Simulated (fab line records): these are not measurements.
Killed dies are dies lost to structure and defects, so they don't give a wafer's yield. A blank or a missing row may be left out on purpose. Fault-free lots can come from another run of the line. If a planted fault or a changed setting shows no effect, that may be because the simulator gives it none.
Comparing a struck lot with a sound one + flow nandHarc + 18 out of 1302 route steps
Sound: the wafers L532.1, L532.4, L532.6. Wafers L523.1, L523.2, L523.6 were the ones struck. The cause is given at the end.
Each step with rows lists, per side, the tool, then ch with its chambers, then its first start. Under that, the readings that differ: sound wafers + struck wafers + difference of the means + sigmas: that difference in standard deviations of wafers without a fault.
alike: readings with means less than 2 such deviations apart, plus words and numbers identical on both sides. not compared: withheld readings, readings lacking a value on some wafer, bounds such as >300 that could conceal the same value, and numbers that have no deviation in the record and whose values overlap.
Wherever a step has rows on one side only, a row that says differs or no value, or a row with sigmas, the two part there. When numbers do not overlap yet have no deviation, they are printed without sigmas and do not part them. A reading that every wafer of one side lacks parts them only if that side has two wafers or more.

NHARC_A_SLIT_ETCH_26: etches the open film in C4F8/O2/Ar, time 90 s, target depth 400 nm.
  sound on harEtch-01 ch 0, day 29 06:18; struck on harEtch-01 ch 0,1, day 25 17:04
  alike: chamberPressureMTorr, drypumpMotorCurrentA, mfcArSccm, oesAirLineAu, rfFwdPowerW, showerheadPlenumPTorr, throttleValvePct
  not compared: rfHoursCounterH
then, 2 steps without rows for these wafers: NHARC_A_SLIT_STRIP_28 (strips in O2/COS); NHARC_A_SLIT_ETCH_29 (etches the open film in CF4/O2, target depth 100 nm, overetch 10 nm, time 55 s).
NHARC_A_SLIT_STRIP_18: strips in O2.
  sound: rieDiel-03 ch 0,1; struck: rieDiel-03 ch 0,3
| reading             | sound             | struck            | difference | sigmas |
|---------------------|-------------------|-------------------|------------|--------|
| oesProductAu (a.u.) | 0.997 0.992 0.998 | 1.022 1.011 1.026 | +0.024     | +2     |
  alike: chamberPressureMTorr, drypumpMotorCurrentA, mfcArSccm, rfVppV, showerheadPlenumPTorr, throttleValvePct
  not compared: rfHoursCounterH
then, 2 steps without rows for these wafers: NHARC_A_SLIT_PRECLEAN_19 (cleans in SC1); NHARC_A_SLIT_SRD_20.
NHARC_A_SLIT_CD_MEAS_21:
  sound: cdSem-03 at day 29 07:43; struck: cdSem-03 at day 25 18:29
  alike: cdNm
then, 3 steps without rows for these wafers: NHARC_A_SIN_REMOVE_WET_00 (chemistry H3PO4, time 15300 s); NHARC_A_SIN_REMOVE_PRECLEAN_01 (cleans in SC1); NHARC_A_SIN_REMOVE_SRD_02.
NHARC_A_SIN_REMOVE_INSPECT_04:
  sound: defectInspect-01 at day 29 14:23; struck: defectInspect-01 at day 26 01:59
  alike: rawDefectCount
NHARC_A_WL_FILL_ALD_00: deposits Al2O3, target thk 3 nm, pulse time 3 s, ald cycles 30.
  sound on aldHk-02 ch 0,2,3, day 29 14:29; struck on aldHk-02 ch 0,1,3, day 26 02:02
| reading   | sound    | struck   | difference | sigmas |
|-----------|----------|----------|------------|--------|
| aldCycles | 30 30 30 | 27 27 27 | -3         |        |
  alike: heaterPowerW, precursorPulseHeightRel
NHARC_A_WL_FILL_RTA_01: time 5 s.
  sound on rtpAnneal-01 ch 0, day 29 14:43; struck on rtpAnneal-01 ch 0, day 26 02:18
  alike: lampPowerPct, lamp_zone_5_pct, wafer_temp_C_max
NHARC_A_WL_FILL_ALD_02: deposits TiN, target thk 2 nm, pulse time 3 s, ald cycles 100.
  sound on aldMetal-02 ch 0,1, day 29 14:56; struck on aldMetal-01 ch 1,2, day 26 02:34
| reading          | sound         | struck         | difference | sigmas |
|------------------|---------------|----------------|------------|--------|
| heaterPowerW (W) | 890 1070 1033 | 1189 1194 1168 | +186       | +2     |
  alike: aldCycles, precursorPulseHeightRel
then, 1 step without rows for these wafers: NHARC_A_WL_FILL_CVD_03 (deposits W, target thk 40 nm, time 279 s).
NHARC_A_WL_FILL_ETCHBACK_04: etches the open film in NF3, target depth 60 nm, time 120 s.
  sound on rieMetal-02 ch 0,1, day 29 15:44; struck on rieMetal-02 ch 0,1, day 26 03:20
| reading        | sound             | struck            | difference | sigmas |
|----------------|-------------------|-------------------|------------|--------|
| runLengthS (s) | 141.9 141.0 141.5 | 124.8 124.1 124.5 | -17.0      | -47    |
  alike: chamberPressureMTorr, drypumpMotorCurrentA, oesProductAu
  not compared: rfHoursCounterH
NHARC_A_WL_FILL_ETCHBACK_05: etches the open film in Cl2/BCl3, target depth 22 nm, time 60 s.
  sound on rieMetal-02 ch 0,1, day 29 15:59; struck on rieMetal-02 ch 0,1, day 26 03:34
  alike: chamberPressureMTorr, drypumpMotorCurrentA, oesProductAu, runLengthS
  not compared: rfHoursCounterH
after that, 1 step had no rows for these wafers: NHARC_END_SORT_01.

WHERE THEY PART
First at NHARC_A_SLIT_STRIP_18; last, within this record, at NHARC_A_WL_FILL_ETCHBACK_04. Later steps at which nothing parts them and some readings are alike: NHARC_A_WL_FILL_ETCHBACK_05.

WHY: what the simulator had put in
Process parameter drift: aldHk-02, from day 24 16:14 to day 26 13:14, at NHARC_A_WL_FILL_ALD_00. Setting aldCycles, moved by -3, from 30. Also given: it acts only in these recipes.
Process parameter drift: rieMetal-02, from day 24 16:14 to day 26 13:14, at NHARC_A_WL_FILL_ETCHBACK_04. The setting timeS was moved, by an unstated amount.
